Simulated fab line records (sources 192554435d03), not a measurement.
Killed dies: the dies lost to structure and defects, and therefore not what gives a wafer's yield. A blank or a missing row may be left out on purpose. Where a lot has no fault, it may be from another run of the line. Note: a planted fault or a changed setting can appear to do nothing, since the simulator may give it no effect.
fab line records	flow n5-finfet
record: lots: 24	wafers: 72	last-day: 22
route steps=1938 shown ILD0@341 SDB@360 DUMMY_REMOVAL@381 HKMG_FIN@458 GATE_CUT@469
lots that met no fault: taken from a fault-free run of the same line
start-h: start of the lot's first displayed wafer, in hours after the record's first day	wait-h: how many hours have passed since the lot's step before this one	" same as the row above	L1.1+2: one row covering several wafers at once	- no value, or no start was given	* or withheld: withheld	< > ~ a bound
route shown NAME@n: NAME is a module with steps in the file, n the number in the route of the first one	usual: average and standard deviation across the fault-free wafers	same: alike in all rows	chamber/n: place in a boat	sites: per-site readings	_std_site: their standard deviation	_edge_site: inner sites' mean taken away from outer sites' mean	radius-mm: how far each site lies from the wafer's centre	mask NAME#n: copy n	behind: the tool/chamber that last shaped the wafer	hold: cause of the lot's hold/its duration in hours/its outcome	device: names the non-switching transistor (n, p or np)	end of line: the route-end tests of the same wafers	step lacking rows: just its recipe	killed: the dies lost at the first sort to structure and to defects; this is not the yield of the wafer	map: per-die view of a wafer (x killed, . not killed, _ where there is no die)
set.NAME: the setting the step ran with; set.NAME@STEP: the setting that earlier step ran with	model.NAME: the simulator's own value behind a step, which no gauge read
the route's steps for a sample of lots (tables are steps, rows are wafers)
services: the hour from which a tool's chamber was out of use, counted from the record's first day as start-h (under 0 if before that day), plus the number of hours and why
== steps ==
step: N5_ILD0_THK_MEAS_08
usual: thk-nm: 139.2/0.83
lot.wafer	tool	chamber	start-h	wait-h	thk-nm
L074.1	film-metro-01	-	62.82	-	139.5
L074.3	"	-	"	"	139.4
L074.5	"	-	"	"	139.0
L075.2	film-metro-02	-	72.03	-	139.3
L075.4	"	-	"	"	138.1
L075.5	"	-	"	"	139.0
L076.4	film-metro-01	-	73.94	-	139.2
L076.5	"	-	"	"	138.8
L076.6	"	-	"	"	139.1
L077.1	film-metro-01	-	79.95	-	139.6
L077.4	"	-	"	"	139.1
L077.6	"	-	"	"	139.3
L078.4	film-metro-01	-	86.12	-	139.2
L078.5	"	-	"	"	139.7
L078.6	"	-	"	"	138.7
L079.1	film-metro-01	-	91.79	-	139.4
L079.3	"	-	"	"	138.9
L079.4	"	-	"	"	139.5
L080.3	film-metro-02	-	97.78	-	140.3
L080.4	"	-	"	"	140.5
L080.5	"	-	"	"	139.2
L081.1	film-metro-02	-	103.70	-	138.2
L081.2	"	-	"	"	138.6
L081.4	"	-	"	"	138.5
L082.1	film-metro-01	-	113.02	-	140.9
L082.3	"	-	"	"	141.2
L082.6	"	-	"	"	140.7
L083.2	film-metro-01	-	120.72	-	138.6
L083.3	"	-	"	"	139.5
L083.4	"	-	"	"	139.5
L084.4	film-metro-01	-	123.08	-	139.3
L084.5	"	-	"	"	138.4
L084.6	"	-	"	"	139.6
L085.1	film-metro-01	-	130.05	-	140.2
L085.2	"	-	"	"	139.9
L085.6	"	-	"	"	139.2
L086.3	film-metro-01	-	135.84	-	139.2
L086.5	"	-	"	"	140.2
L086.6	"	-	"	"	139.7
L087.2	film-metro-01	-	141.30	-	141.3
L087.4	"	-	"	"	139.4
L087.6	"	-	"	"	139.6
L088.2	film-metro-01	-	146.28	-	137.6
L088.5	"	-	"	"	138.4
L088.6	"	-	"	"	139.2
L089.1	film-metro-02	-	152.13	-	137.7
L089.2	"	-	"	"	138.6
L089.3	"	-	"	"	139.6
L090.3	film-metro-02	-	156.87	-	140.8
L090.5	"	-	"	"	139.5
L090.6	"	-	"	"	141.4
L091.1	film-metro-02	-	163.22	-	139.3
L091.2	"	-	"	"	139.0
L091.3	"	-	"	"	139.5
L092.1	film-metro-01	-	169.20	-	139.7
L092.2	"	-	"	"	140.0
L092.5	"	-	"	"	140.1
L093.1	film-metro-02	-	174.89	-	138.7
L093.4	"	-	"	"	139.0
L093.5	"	-	"	"	138.5
L094.1	film-metro-01	-	181.97	-	139.4
L094.5	"	-	"	"	138.9
L094.6	"	-	"	"	140.1
L095.4	film-metro-01	-	189.12	-	138.5
L095.5	"	-	"	"	138.1
L095.6	"	-	"	"	139.7
L096.3	film-metro-01	-	196.23	-	139.1
L096.4	"	-	"	"	138.5
L096.6	"	-	"	"	139.2
L097.3	film-metro-01	-	205.29	-	139.0
L097.4	"	-	"	"	137.6
L097.5	"	-	"	"	139.4
step: N5_SDB_ETCH_17
recipe: chemistry: CF4	target: SiARC	target-depth-a: 234	mask-material: CAR-ArF	time-s: 39	ion-energy-ev: 80	pressure-mtorr: 40	source-w: 545	bias-w: 36	Ar_flow_sccm: 100	cf4-flow-sccm: 100	ends: cleared
usual: drypump-motor-current-A: 5.8/0.44	etch-rf-on-time-s: 39.3/0.51	oes-product-au: 0.64/0.066	rf-vpp-V: 184.3/1.3	showerhead-plenum-p-Torr: 2.15/0.077	throttle-valve-pct: 15.73/0.14
lot.wafer	tool	chamber	start-h	wait-h	drypump-motor-current-A	etch-rf-on-time-s	oes-product-au	rf-hours-counter-h	rf-vpp-V	showerhead-plenum-p-Torr	throttle-valve-pct
L074.1	rie-diel-05	1	66.74	0.0	5.4	40.4	0.58	216	182.0	2.04	15.70
L074.3	"	2	"	"	5.8	39.2	0.62	183	183.7	2.21	15.93
L074.5	"	0	"	"	6.3	40.5	0.58	-	185.3	2.19	15.89
L075.2	rie-diel-05	3	75.88	0.0	6.6	39.8	0.62	150	185.5	2.22	15.68
L075.4	"	1	"	"	5.4	39.9	0.59	220	182.5	2.04	15.72
L075.5	"	3	"	"	6.6	39.7	0.63	-	184.6	2.22	15.67
L076.4	rie-diel-04	1	77.66	0.0	5.6	39.6	0.86	2	185.0	2.10	15.59
L076.5	"	3	"	"	5.1	39.8	0.61	-	184.5	2.20	15.75
L076.6	"	0	"	"	6.1	39.3	0.60	-	182.2	2.04	15.84
L077.1	rie-diel-05	3	83.68	0.0	6.5	39.5	0.63	153	184.7	2.22	15.68
L077.4	"	2	"	"	5.7	38.9	0.62	189	185.1	2.21	15.92
L077.6	"	1	"	"	5.4	40.3	0.58	-	181.9	2.04	15.72
L078.4	rie-diel-05	3	89.84	0.0	6.5	39.5	0.63	156	185.3	2.22	15.67
L078.5	"	2	"	"	5.8	38.9	0.61	-	184.9	2.21	15.93
L078.6	"	3	"	"	6.5	39.7	0.63	-	185.5	2.22	15.69
L079.1	rie-diel-04	0	96.16	0.0	6.1	38.8	0.60	229	181.3	2.03	15.85
L079.3	"	3	"	"	5.1	39.2	0.62	203	184.8	2.20	15.76
L079.4	"	2	"	"	5.1	38.9	0.62	180	184.5	2.13	15.71
L080.3	rie-diel-05	0	101.72	0.0	6.3	39.1	0.59	245	184.9	2.19	15.91
L080.4	"	1	"	"	5.5	39.5	0.58	229	183.2	2.03	15.74
L080.5	"	3	"	"	6.6	39.4	0.63	-	186.0	2.22	15.69
L081.1	rie-diel-05	2	107.56	0.0	5.7	38.9	0.61	198	185.9	2.21	15.95
L081.2	"	1	"	"	5.4	40.0	0.58	231	183.3	2.03	15.74
L081.4	"	3	"	"	6.6	39.7	0.62	161	185.4	2.22	15.69
L082.1	rie-diel-02	3	116.94	0.0	5.6	40.0	0.67	123	182.2	2.06	15.71
L082.3	"	1	"	"	5.7	39.1	0.65	145	184.1	2.23	15.58
L082.6	"	2	"	"	5.7	38.7	0.71	-	184.7	2.25	15.61
L083.2	rie-diel-05	2	124.67	0.0	5.8	39.1	0.61	204	185.4	2.20	15.96
L083.3	"	1	"	"	5.4	39.9	0.58	237	181.1	2.03	15.75
L083.4	"	1	"	"	5.4	39.6	0.58	-	182.5	2.03	15.74
L084.4	rie-diel-02	2	127.24	0.0	5.7	38.2	0.71	78	185.9	2.25	15.61
L084.5	"	2	"	"	5.7	38.4	0.71	-	185.8	2.25	15.61
L084.6	"	1	"	"	5.8	38.6	0.64	-	185.8	2.23	15.59
L085.1	rie-diel-02	1	134.18	0.0	5.8	38.7	0.64	150	185.2	2.23	15.60
L085.2	"	3	"	"	5.6	39.2	0.68	129	183.4	2.06	15.74
L085.6	"	2	"	"	5.6	38.8	0.71	-	184.5	2.25	15.61
L086.3	rie-diel-02	2	139.56	0.0	5.6	39.0	0.69	82	185.6	2.25	15.60
L086.5	"	1	"	"	5.8	39.3	0.64	-	185.4	2.23	15.59
L086.6	"	2	"	"	5.6	39.5	0.70	-	183.8	2.25	15.61
L087.2	rie-diel-04	3	145.20	0.0	5.1	39.6	0.60	221	185.8	2.20	15.79
L087.4	"	1	"	"	5.6	39.3	0.78	28	184.3	2.09	15.62
L087.6	"	0	"	"	6.1	39.4	0.58	-	183.2	2.03	15.86
L088.2	rie-diel-05	0	150.11	0.0	6.3	39.2	0.80	5	183.2	2.18	15.43
L088.5	"	2	"	"	5.7	39.4	0.60	-	184.0	2.20	16.00
L088.6	"	3	"	"	6.6	40.0	0.61	-	185.2	2.21	15.74
L089.1	rie-diel-04	0	156.16	0.0	6.1	39.0	0.58	249	181.6	2.03	15.87
L089.2	"	2	"	"	5.2	39.3	0.60	201	183.8	2.12	15.75
L089.3	"	3	"	"	5.1	39.5	0.61	224	186.0	2.20	15.80
L090.3	rie-diel-04	2	160.73	0.0	5.2	39.5	0.60	203	183.6	2.12	15.75
L090.5	"	2	"	"	5.2	39.6	0.60	-	183.1	2.12	15.77
L090.6	"	3	"	"	5.1	39.6	0.60	-	183.6	2.20	15.80
L091.1	rie-diel-04	2	166.95	0.0	5.1	39.4	0.60	205	184.4	2.12	15.76
L091.2	"	1	"	"	5.6	39.0	0.76	35	184.3	2.09	15.65
L091.3	"	3	"	"	5.2	40.0	0.59	229	186.1	2.19	15.80
L092.1	rie-diel-04	3	173.74	0.0	5.1	39.7	0.60	233	185.3	2.19	15.80
L092.2	"	1	"	"	5.6	39.1	0.77	39	181.7	2.09	15.65
L092.5	"	1	"	"	5.5	38.8	0.77	-	183.4	2.09	15.67
L093.1	rie-diel-05	3	178.99	0.0	6.7	38.9	0.61	192	184.4	2.21	15.76
L093.4	"	1	"	"	5.4	38.7	0.84	1	185.3	2.28	15.26
L093.5	"	3	"	"	6.7	39.4	0.60	-	184.1	2.21	15.75
L094.1	rie-diel-02	0	185.69	0.0	5.6	39.4	0.60	195	182.6	2.05	15.61
L094.5	"	1	"	"	5.7	38.8	0.64	-	185.4	2.22	15.63
L094.6	"	0	"	"	5.6	38.8	0.62	-	183.0	2.05	15.62
L095.4	rie-diel-02	3	193.30	0.0	5.6	39.8	0.65	151	182.5	2.06	15.76
L095.5	"	1	"	"	5.8	38.4	0.64	-	185.0	2.22	15.64
L095.6	"	2	"	"	5.6	38.5	0.69	-	185.8	2.24	15.65
L096.3	rie-diel-05	0	200.05	0.0	6.3	39.0	0.77	24	185.5	2.18	15.47
L096.4	"	1	"	"	5.4	39.1	0.80	8	187.4	2.28	15.30
L096.6	"	2	"	"	5.8	39.0	0.59	-	185.1	2.19	16.03
L097.3	rie-diel-02	3	209.57	0.0	5.6	40.2	0.64	155	183.9	2.05	15.78
L097.4	"	0	"	"	5.6	39.3	0.60	202	183.9	2.05	15.62
L097.5	"	3	"	"	5.6	39.8	0.65	-	182.3	2.05	15.79
step: N5_DUMMY_REMOVAL_INSPECT_06
recipe: inspect-instrument: brightfield	mode: aei
usual: raw-defect-count: 12/6.5
lot.wafer	tool	chamber	start-h	wait-h	raw-defect-count
L074.1	defect-inspect-01	-	71.23	0.0	20
L074.3	"	-	"	"	7
L074.5	"	-	"	"	13
L075.2	defect-inspect-02	-	80.40	0.0	10
L075.4	"	-	"	"	8
L075.5	"	-	"	"	9
L076.4	defect-inspect-01	-	81.90	0.0	10
L076.5	"	-	"	"	13
L076.6	"	-	"	"	21
L077.1	defect-inspect-01	-	87.73	0.0	6
L077.4	"	-	"	"	11
L077.6	"	-	"	"	7
L078.4	defect-inspect-01	-	93.92	0.0	6
L078.5	"	-	"	"	9
L078.6	"	-	"	"	15
L079.1	defect-inspect-01	-	101.04	0.0	17
L079.3	"	-	"	"	16
L079.4	"	-	"	"	6
L080.3	defect-inspect-02	-	106.08	0.0	9
L080.4	"	-	"	"	15
L080.5	"	-	"	"	5
L081.1	defect-inspect-02	-	111.82	0.0	7
L081.2	"	-	"	"	9
L081.4	"	-	"	"	4
L082.1	defect-inspect-02	-	120.98	0.0	11
L082.3	"	-	"	"	9
L082.6	"	-	"	"	10
L083.2	defect-inspect-01	-	129.30	0.0	12
L083.3	"	-	"	"	20
L083.4	"	-	"	"	12
L084.4	defect-inspect-01	-	131.81	0.0	16
L084.5	"	-	"	"	21
L084.6	"	-	"	"	19
L085.1	defect-inspect-01	-	138.53	0.0	9
L085.2	"	-	"	"	9
L085.6	"	-	"	"	4
L086.3	defect-inspect-01	-	144.40	0.0	9
L086.5	"	-	"	"	5
L086.6	"	-	"	"	15
L087.2	defect-inspect-01	-	149.57	0.0	9
L087.4	"	-	"	"	14
L087.6	"	-	"	"	15
L088.2	defect-inspect-02	-	154.47	0.0	13
L088.5	"	-	"	"	9
L088.6	"	-	"	"	15
L089.1	defect-inspect-02	-	160.42	0.0	11
L089.2	"	-	"	"	15
L089.3	"	-	"	"	11
L090.3	defect-inspect-02	-	165.78	0.0	7
L090.5	"	-	"	"	13
L090.6	"	-	"	"	9
L091.1	defect-inspect-01	-	171.14	0.0	16
L091.2	"	-	"	"	44
L091.3	"	-	"	"	23
L092.1	defect-inspect-02	-	178.88	0.0	11
L092.2	"	-	"	"	9
L092.5	"	-	"	"	9
L093.1	defect-inspect-02	-	183.04	0.0	8
L093.4	"	-	"	"	5
L093.5	"	-	"	"	14
L094.1	defect-inspect-01	-	189.89	0.0	5
L094.5	"	-	"	"	23
L094.6	"	-	"	"	8
L095.4	defect-inspect-01	-	197.46	0.0	11
L095.5	"	-	"	"	7
L095.6	"	-	"	"	5
L096.3	defect-inspect-02	-	204.18	0.0	26
L096.4	"	-	"	"	11
L096.6	"	-	"	"	11
L097.3	defect-inspect-01	-	213.85	0.0	10
L097.4	"	-	"	"	12
L097.5	"	-	"	"	14
step: N5_HKMG_FIN_W_FILL_22
recipe: material: W	target-thk-a: 600	temp-c: 400	pressure-torr: 39.4	time-s: 18.2
usual: heater-power-w: 826/110	throttle-valve-pct: 18.8/0.78
lot.wafer	tool	chamber	start-h	wait-h	heater-power-w	throttle-valve-pct
L074.1	cvd-w-01	1	80.20	0.0	729	18.9
L074.3	"	1	"	"	719	18.9
L074.5	"	1	"	"	733	19.0
L075.2	cvd-w-02	0	89.75	0.0	1001	18.0
L075.4	"	0	"	"	977	17.4
L075.5	"	0	"	"	976	18.0
L076.4	cvd-w-01	0	90.47	0.0	776	18.2
L076.5	"	1	"	"	708	18.7
L076.6	"	0	"	"	784	18.4
L077.1	cvd-w-02	0	96.31	0.0	1005	18.0
L077.4	"	0	"	"	974	17.8
L077.6	"	0	"	"	1000	17.8
L078.4	cvd-w-01	1	102.57	0.0	747	18.7
L078.5	"	1	"	"	745	18.8
L078.6	"	0	"	"	767	18.3
L079.1	cvd-w-01	0	109.61	0.0	772	18.3
L079.3	"	0	"	"	779	18.2
L079.4	"	1	"	"	732	19.0
L080.3	cvd-w-01	1	114.44	0.0	721	19.2
L080.4	"	0	"	"	786	18.6
L080.5	"	0	"	"	772	18.7
L081.1	cvd-w-01	1	120.84	0.0	737	19.0
L081.2	"	0	"	"	778	18.2
L081.4	"	0	"	"	800	18.4
L082.1	cvd-w-02	1	129.72	0.0	732	19.9
L082.3	"	0	"	"	1001	18.0
L082.6	"	1	"	"	761	19.8
L083.2	cvd-w-01	0	138.25	0.0	770	18.3
L083.3	"	1	"	"	721	19.1
L083.4	"	0	"	"	766	18.5
L084.4	cvd-w-02	1	140.25	0.0	756	19.9
L084.5	"	0	"	"	994	17.8
L084.6	"	1	"	"	735	19.8
L085.1	cvd-w-02	1	147.26	0.0	736	19.9
L085.2	"	0	"	"	993	18.0
L085.6	"	0	"	"	989	17.9
L086.3	cvd-w-02	1	152.92	0.0	748	19.8
L086.5	"	0	"	"	1005	17.7
L086.6	"	1	"	"	745	20.1
L087.2	cvd-w-01	1	158.66	0.0	712	19.0
L087.4	"	0	"	"	800	18.6
L087.6	"	1	"	"	733	19.0
L088.2	cvd-w-02	0	162.93	0.0	994	18.0
L088.5	"	1	"	"	748	19.7
L088.6	"	0	"	"	1011	18.0
L089.1	cvd-w-02	1	169.36	0.0	737	20.0
L089.2	"	0	"	"	997	18.0
L089.3	"	1	"	"	759	19.8
L090.3	cvd-w-02	0	175.17	0.0	985	17.8
L090.5	"	0	"	"	1000	18.1
L090.6	"	1	"	"	758	19.6
L091.1	cvd-w-01	1	179.63	0.0	733	19.0
L091.2	"	0	"	"	787	18.4
L091.3	"	1	"	"	733	19.1
L092.1	cvd-w-02	0	187.52	0.0	1002	17.8
L092.2	"	1	"	"	757	20.2
L092.5	"	1	"	"	750	20.3
L093.1	cvd-w-02	1	191.42	0.0	760	19.8
L093.4	"	0	"	"	999	17.9
L093.5	"	1	"	"	737	20.0
L094.1	cvd-w-02	0	198.39	0.0	1033	18.1
L094.5	"	0	"	"	995	17.7
L094.6	"	1	"	"	748	20.0
L095.4	cvd-w-02	0	205.92	0.0	995	18.1
L095.5	"	0	"	"	1020	18.2
L095.6	"	1	"	"	727	19.8
L096.3	cvd-w-02	0	212.74	0.0	1004	18.2
L096.4	"	1	"	"	743	20.1
L096.6	"	0	"	"	1000	17.9
L097.3	cvd-w-01	0	222.25	0.0	782	18.7
L097.4	"	1	"	"	733	18.9
L097.5	"	0	"	"	804	18.8
step: N5_GATE_CUT_ETCH_58
recipe: chemistry: CH3F/O2	target: SiNx	target-depth-a: 170	time-s: 128.6	ion-energy-ev: 50	pressure-mtorr: 30	source-w: 415	bias-w: 21	Ar_flow_sccm: 150	CH3F_flow_sccm: 30	O2_flow_sccm: 20
usual: drypump-motor-current-A: 5.9/0.37	oes-product-au: 0.81/0.087	rf-vpp-V: 99.1/0.84	showerhead-plenum-p-Torr: 2.00/0.059	throttle-valve-pct: 16.29/0.18
lot.wafer	tool	chamber	start-h	wait-h	drypump-motor-current-A	oes-product-au	rf-hours-counter-h	rf-vpp-V	showerhead-plenum-p-Torr	throttle-valve-pct
L074.1	rie-diel-06	3	81.46	0.1	5.8	0.71	203	99.1	1.90	16.17
L074.3	"	0	"	"	6.5	0.79	114	99.9	2.10	16.21
L074.5	"	1	"	"	6.3	0.67	-	98.8	1.98	16.73
L075.2	rie-diel-03	2	90.94	0.1	5.9	0.89	24	99.0	2.04	16.19
L075.4	"	3	"	"	6.1	0.83	68	99.9	1.94	16.07
L075.5	"	0	"	"	6.0	0.93	-	97.5	1.97	16.35
L076.4	rie-diel-03	2	91.61	0.0	5.9	0.89	24	99.8	2.04	16.18
L076.5	"	3	"	"	6.2	0.85	-	100.0	1.94	16.07
L076.6	"	2	"	"	5.9	0.89	-	98.9	2.04	16.18
L077.1	rie-diel-03	2	97.46	0.0	5.9	0.88	26	99.3	2.04	16.18
L077.4	"	3	"	"	6.1	0.84	70	99.0	1.94	16.07
L077.6	"	3	"	"	6.2	0.84	-	99.1	1.94	16.08
L078.4	rie-diel-01	1	103.71	0.0	5.6	0.73	210	98.7	1.90	16.57
L078.5	"	1	"	"	5.6	0.73	-	98.1	1.90	16.57
L078.6	"	0	"	"	5.4	0.69	-	97.3	1.98	16.69
L079.1	rie-diel-06	0	110.76	0.0	6.5	0.80	123	99.7	2.09	16.25
L079.3	"	2	"	"	5.5	0.83	85	100.2	2.03	16.20
L079.4	"	3	"	"	5.8	0.70	211	99.6	1.90	16.21
L080.3	rie-diel-01	3	115.69	0.1	6.0	0.97	6	99.7	2.04	16.03
L080.4	"	1	"	"	5.6	0.73	214	97.3	1.90	16.58
L080.5	"	2	"	"	5.7	0.84	-	100.4	2.03	16.45
L081.1	rie-diel-06	1	122.04	0.1	6.3	0.66	250	98.9	1.97	16.74
L081.2	"	0	"	"	6.5	0.79	125	100.2	2.09	16.24
L081.4	"	3	"	"	5.8	0.70	214	99.7	1.90	16.20
L082.1	rie-diel-01	1	130.91	0.1	5.7	0.71	219	98.4	1.90	16.58
L082.3	"	3	"	"	6.1	0.95	10	98.3	2.04	16.07
L082.6	"	3	"	"	6.1	0.95	-	99.8	2.04	16.06
L083.2	rie-diel-03	0	139.40	0.0	6.0	0.89	26	99.3	1.97	16.38
L083.3	"	2	"	"	5.9	0.86	40	99.7	2.04	16.22
L083.4	"	3	"	"	6.2	0.83	82	97.3	1.94	16.08
L084.4	rie-diel-03	0	141.39	0.0	6.0	0.90	26	99.3	1.97	16.38
L084.5	"	1	"	"	5.1	0.71	-	99.9	2.06	16.18
L084.6	"	0	"	"	6.0	0.89	-	99.8	1.97	16.36
L085.1	rie-diel-06	3	148.41	0.0	5.8	0.70	223	98.4	1.89	16.22
L085.2	"	0	"	"	6.5	0.77	135	98.7	2.09	16.27
L085.6	"	0	"	"	6.5	0.77	-	99.7	2.09	16.29
L086.3	rie-diel-03	2	154.06	0.0	5.9	0.86	45	100.8	2.04	16.22
L086.5	"	0	"	"	6.0	0.90	-	99.6	1.96	16.37
L086.6	"	1	"	"	5.2	0.71	-	100.9	2.06	16.18
L087.2	rie-diel-03	1	159.82	0.1	5.2	0.70	214	99.1	2.06	16.19
L087.4	"	2	"	"	5.9	0.85	46	100.2	2.04	16.21
L087.6	"	0	"	"	6.0	0.89	-	99.1	1.96	16.40
L088.2	rie-diel-06	1	164.07	0.0	6.3	0.96	6	99.2	1.97	16.29
L088.5	"	1	"	"	6.3	0.97	-	98.3	1.97	16.28
L088.6	"	2	"	"	5.5	0.80	-	100.0	2.02	16.24
L089.1	rie-diel-01	2	170.51	0.0	5.7	0.82	69	99.9	2.03	16.47
L089.2	"	3	"	"	6.0	0.92	25	99.6	2.04	16.08
L089.3	"	1	"	"	5.6	0.71	233	99.2	1.89	16.62
L090.3	rie-diel-03	0	176.58	0.0	6.0	0.88	36	99.9	1.96	16.40
L090.5	"	0	"	"	6.0	0.89	-	97.9	1.96	16.39
L090.6	"	3	"	"	6.1	0.82	-	99.5	1.93	16.10
L091.1	rie-diel-03	2	180.83	0.1	5.9	0.84	52	97.9	2.03	16.22
L091.2	"	3	"	"	6.2	0.82	95	98.0	1.93	16.12
L091.3	"	1	"	"	5.2	0.70	220	99.6	2.06	16.20
L092.1	rie-diel-01	2	188.83	0.0	5.7	0.82	75	98.4	2.02	16.48
L092.2	"	1	"	"	5.7	0.71	239	97.7	1.89	16.61
L092.5	"	3	"	"	6.1	0.91	-	99.5	2.04	16.09
L093.1	rie-diel-01	2	192.69	0.1	5.7	0.81	76	98.7	2.02	16.49
L093.4	"	3	"	"	6.1	0.90	-	99.5	2.04	16.11
L093.5	"	1	"	"	5.6	0.70	-	98.6	1.89	16.63
L094.1	rie-diel-03	2	199.71	0.0	5.9	0.84	59	99.1	2.03	16.25
L094.5	"	2	"	"	5.9	0.84	-	99.5	2.03	16.26
L094.6	"	3	"	"	6.2	0.80	-	100.0	1.93	16.14
L095.4	rie-diel-06	3	207.05	0.0	5.8	0.69	240	98.7	1.89	16.25
L095.5	"	1	"	"	6.3	0.93	-	98.0	1.97	16.30
L095.6	"	0	"	"	6.5	0.76	-	100.3	2.08	16.30
L096.3	rie-diel-01	0	214.25	0.2	5.4	0.91	21	99.4	1.97	16.25
L096.4	"	1	"	"	5.6	0.70	247	98.5	1.89	16.65
L096.6	"	3	"	"	6.1	0.89	-	97.5	2.03	16.11
L097.3	rie-diel-03	3	223.68	0.1	6.2	0.80	108	97.7	1.93	16.16
L097.4	"	1	"	"	5.2	0.69	235	98.0	2.05	16.23
L097.5	"	1	"	"	5.2	0.70	-	100.9	2.05	16.21
step: N5_GATE_CUT_OVL_MEAS_14
recipe: points-per-wafer: 522
usual: GATE_CUT_OVL: 0.4/0.68
lot.wafer	tool	chamber	start-h	wait-h	GATE_CUT_OVL[nm]
L074.1	overlay-01	0	84.78	0.0	1.0
L074.3	"	0	"	"	1.4
L074.5	"	0	"	"	0.8
L075.2	overlay-02	0	95.04	0.0	0.5
L075.4	"	0	"	"	0.2
L075.5	"	0	"	"	-0.4
L076.4	overlay-02	0	97.22	0.0	0.5
L076.5	"	0	"	"	0.8
L076.6	"	0	"	"	0.6
L077.1	overlay-02	0	103.00	0.0	1.2
L077.4	"	0	"	"	0.6
L077.6	"	0	"	"	1.2
L078.4	overlay-01	0	107.16	0.0	0.3
L078.5	"	0	"	"	0.3
L078.6	"	0	"	"	-1.3
L079.1	overlay-02	0	114.16	0.0	1.1
L079.3	"	0	"	"	1.5
L079.4	"	0	"	"	1.5
L080.3	overlay-01	0	119.01	0.0	-1.6
L080.4	"	0	"	"	-0.1
L080.5	"	0	"	"	-1.2
L081.1	overlay-01	0	125.75	0.0	0.6
L081.2	"	0	"	"	-0.3
L081.4	"	0	"	"	-0.2
L082.1	overlay-02	0	134.23	0.0	0.7
L082.3	"	0	"	"	0.6
L082.6	"	0	"	"	0.1
L083.2	overlay-02	0	142.70	0.0	0.2
L083.3	"	0	"	"	0.7
L083.4	"	0	"	"	0.7
L084.4	overlay-01	0	144.82	0.0	-0.2
L084.5	"	0	"	"	0.3
L084.6	"	0	"	"	0.3
L085.1	overlay-01	0	151.79	0.0	0.2
L085.2	"	0	"	"	1.0
L085.6	"	0	"	"	1.5
L086.3	overlay-01	0	157.48	0.0	0.9
L086.5	"	0	"	"	-0.2
L086.6	"	0	"	"	0.2
L087.2	overlay-01	0	163.14	0.0	0.7
L087.4	"	0	"	"	1.0
L087.6	"	0	"	"	1.2
L088.2	overlay-02	0	168.14	0.0	-0.1
L088.5	"	0	"	"	-0.2
L088.6	"	0	"	"	-0.1
L089.1	overlay-02	0	173.93	0.0	-0.4
L089.2	"	0	"	"	0.6
L089.3	"	0	"	"	-0.7
L090.3	overlay-01	0	180.72	0.0	-0.2
L090.5	"	0	"	"	-0.2
L090.6	"	0	"	"	0.1
L091.1	overlay-02	0	184.27	0.0	1.1
L091.2	"	0	"	"	0.6
L091.3	"	0	"	"	1.6
L092.1	overlay-01	0	192.26	0.0	1.1
L092.2	"	0	"	"	1.6
L092.5	"	0	"	"	0.1
L093.1	overlay-01	0	195.98	0.0	1.2
L093.4	"	0	"	"	1.5
L093.5	"	0	"	"	1.6
L094.1	overlay-02	0	203.14	0.0	0.0
L094.5	"	0	"	"	-0.2
L094.6	"	0	"	"	-0.9
L095.4	overlay-01	0	210.36	0.0	-0.3
L095.5	"	0	"	"	-0.3
L095.6	"	0	"	"	-0.5
L096.3	overlay-02	0	217.67	0.0	0.8
L096.4	"	0	"	"	1.0
L096.6	"	0	"	"	-0.1
L097.3	overlay-01	0	226.98	0.0	0.6
L097.4	"	0	"	"	0.0
L097.5	"	0	"	"	-0.4
== services ==
tool	chamber	start-h	hours	kind
rie-diel-01	1	48.99	5.8	repair
rie-diel-04	1	54.35	-	clean
rie-diel-04	1	54.35	-	consumable-replace:focus-ring
rie-diel-04	1	54.35	18.2	scheduled-down
rie-diel-04	1	54.35	18.2	vent-cycle
rie-diel-01	3	77.62	-	clean
rie-diel-04	3	81.15	6.9	repair
rie-diel-03	-	82.64	0.7	repair
rie-diel-03	3	106.94	1.8	repair
rie-diel-05	0	113.99	-	clean
rie-diel-05	0	113.99	-	consumable-replace:focus-ring
rie-diel-05	0	113.99	24.4	scheduled-down
rie-diel-05	0	113.99	24.4	vent-cycle
cvd-w-02	-	118.11	6.0	pm
rie-diel-03	0	125.34	6.0	repair
rie-diel-05	1	126.71	2.8	repair
rie-diel-05	2	144.20	3.8	repair
rie-diel-01	2	154.65	6.9	repair
rie-diel-05	1	157.39	-	clean
rie-diel-05	1	157.39	-	consumable-replace:focus-ring
rie-diel-05	1	157.39	-	consumable-replace:showerhead
rie-diel-05	-	172.97	2.8	pm
rie-diel-01	0	189.86	5.1	repair
rie-diel-01	2	208.89	1.8	repair
== key ==
fault none
